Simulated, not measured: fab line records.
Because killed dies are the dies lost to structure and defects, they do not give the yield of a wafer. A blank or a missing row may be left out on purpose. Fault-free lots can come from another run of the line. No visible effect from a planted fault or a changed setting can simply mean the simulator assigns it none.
Code-filled problem report in 8D (eight disciplines) form :: flow nandHarc :: the parts of the form that need people (team, actions taken, sign-off) are left out

== 1. THE PROBLEM ==
Wafers with no fault read 188.45 W with a standard deviation of 0.14, whereas heaterPowerTotalW at NHARC_P_M2_SOFTBAKE_04 reads a mean of 212.36 W on 1 wafer of 1 lot. So: +99 or more standard deviations from the usual mean.
The step: time 55 s.
Earliest sighting: wafer L678.3 on lithoTrack-06 at day 15 15:00. The record holds 36 wafers of 12 lots with a number at this step. Rule for "out" (also "out of limits"): further than 4 standard deviations from the usual mean. All remaining wafers that have a number are taken as sound.

== 2. WHAT THIS IS AND IS NOT ==
question: which readings at this step
is: heaterPowerTotalW
is not: exhaustPa, resistLineTempC

question: which lots
is: L678
is not: L657, L658, L660, L661, L664, L665, L666, L668, L669, L677, L679

question: which wafers of those lots
is: L678.3
is not: L678.5, L678.6

question: read on which tools
is: lithoTrack-06
is not: lithoTrack-01, lithoTrack-04

question: when
is: from day 15 15:00
is not: up to then (32 sound wafers); but 3 sound wafers of L679 came after

== 3. WHAT RULES OUT EACH SUSPECT ==
Counting: any tool at a process step up to the reading remains a suspect provided it ran every lot that is out. Sound lots after the first of them don't rule it out here, since some wafers of a struck lot are sound.
- rtpAnneal-01 at NHARC_P_M1_ANNEAL_31 (time 90 s): kept. L678, the lot that is out, went through it at day 15 13:52; up to then, the latest sound lot through it was L668 at day 11 05:02.
- pecvd-04 at NHARC_P_M1_PRE_CLEAN_32 (time 12 s): kept. L678, the lot that is out, went through it at day 15 14:38; up to then, the latest sound lot through it was L669 at day 11 13:15.
- lithoTrack-06 at NHARC_P_M2_SOFTBAKE_04 (time 55 s): kept. L678, the lot that is out, went through it at day 15 15:00; up to then, the latest sound lot through it was L668 at day 11 06:00. Its own readings are out on those wafers: heaterPowerTotalW.
The count leaves rtpAnneal-01 at NHARC_P_M1_ANNEAL_31, pecvd-04 at NHARC_P_M1_PRE_CLEAN_32, and lithoTrack-06 at NHARC_P_M2_SOFTBAKE_04.

== 4. THE CAUSE (what the simulator had put in) ==
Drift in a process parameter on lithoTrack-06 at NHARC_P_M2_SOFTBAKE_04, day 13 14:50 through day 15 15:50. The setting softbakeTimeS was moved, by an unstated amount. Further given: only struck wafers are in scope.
3 suspects survive the count, and this tool is in that group.

== 5. THE CHAIN OF EFFECTS, in route order ==
Rows list readings where the struck wafers' mean (over those with a number) sits beyond 3 standard deviations from the usual. Only readings whose record carries a usual standard deviation are examined. hours: median over the lots of the time between each lot's start at the first step of this table that gives one and its start at this step. sigmas: the change, counted in usual standard deviations.
hours: 0
step: NHARC_P_M2_SOFTBAKE_04
reading: heaterPowerTotalW
usual: 188.45 W
on struck wafers: 212.36
change: +23.91
sigmas: +99 or more
Its process steps:
- NHARC_P_M2_SOFTBAKE_04: time 55 s.

== 6. HOW IT WOULD HAVE BEEN CAUGHT EARLIER ==
In this record no reading fell out of limits until day 15 15:00, 48 hours after the fault had begun at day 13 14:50.
